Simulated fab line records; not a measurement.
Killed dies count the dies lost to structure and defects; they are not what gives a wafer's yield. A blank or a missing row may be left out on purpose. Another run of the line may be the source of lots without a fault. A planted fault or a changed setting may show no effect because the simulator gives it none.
8D (eight disciplines) problem report, filled in by code -- flow n5 finfet -- the parts of the form that need people (team, actions taken, sign-off) are left out

1. THE PROBLEM
Mean of killed_at_M4_up at N5_PASSIVATION_PROBE_49: 79 across 6 wafers in 2 lots; on wafers with no fault it is 13 (standard deviation 4.8). That is +14 standard deviations from the usual mean.
First seen on wafer L615.2, day 16 17:06, on prober-02. Wafers with a number at this step in the record: 6, from 2 lots. By rule, "out" or "out of limits" means more than 4 standard deviations away from the usual mean. The rest of the wafers with a number are treated as sound.

2. WHAT THIS IS AND IS NOT
question,is,is not
which readings at this step,killed_at_M4_up,"killed_at_M0_to_M3, killed at contacts, killed at front end, killed at other, killed open, killed short, sort_bin_4_leakage, sort_bin_6_memory"
which lots,"L613, L615",-
which wafers of those lots,all that have a number,-
read on which tools,"prober-01, prober-02",-
when,from day 16 17:06,up to then (0 sound wafers)

3. THE SUSPECTS, EACH WITH WHAT RULES IT OUT
Counting: any tool at a process step up to the reading is kept as a suspect provided that every lot that is out went through it and no sound lot did after the first of them.
- cvd co-02 at N5_BEOL_M6_CVD_78 (deposits Co from CCTBA/H2, target thk 2 nm, time 142.3 s): kept. It ran every lot that is out, first L615 (day 12 15:31), and no sound lot after that.
After counting, what remains is cvd co-02 at N5_BEOL_M6_CVD_78.

4. THE CAUSE (what the simulator had put in)
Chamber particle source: cvd co-02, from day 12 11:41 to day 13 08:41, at N5_BEOL_M6_CVD_78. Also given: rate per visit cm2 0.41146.
The count eliminated every tool but this one.

5. SEQUENCE OF EFFECTS, ordered by route
Rows list readings where the struck wafers' mean (over those with a number) sits beyond 3 standard deviations from the usual. Readings are gone through only where the record gives a usual standard deviation; hours: the median, over the lots, of the time from a lot's start at the first step in this table giving one to that lot's start at this step; sigmas: the change measured in usual standard deviations.
hours,step,reading,usual,on struck wafers,change,sigmas
0,N5_PASSIVATION_PROBE_49,defect limited yield,91.6 %,86.5,-5.1,-3.6
0,N5_PASSIVATION_PROBE_49,killed_at_M4_up,13,79,+66,+14
0,N5_PASSIVATION_PROBE_49,killed dies,100,159,+59,+3.5
0,N5_PASSIVATION_PROBE_49,sort_bin_5_function,5.0 %,8.5,+3.5,+3.7
0,N5_PASSIVATION_PROBE_49,sort n pass,1080,1020,-60,-3.5
0,N5_PASSIVATION_PROBE_49,sort yield pct,91.6 %,86.5,-5.1,-3.6
Its process steps:
- N5_PASSIVATION_PROBE_49

6. WHAT WOULD HAVE CAUGHT IT SOONER
First out-of-limits reading in this record: day 16 17:06, which is 101 hours after fault onset at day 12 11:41.
By day 16 17:06, every lot that is out (2) had started N5_BEOL_M6_CVD_78 on cvd co-02. Tool hold at that time: it would have spared none of them.
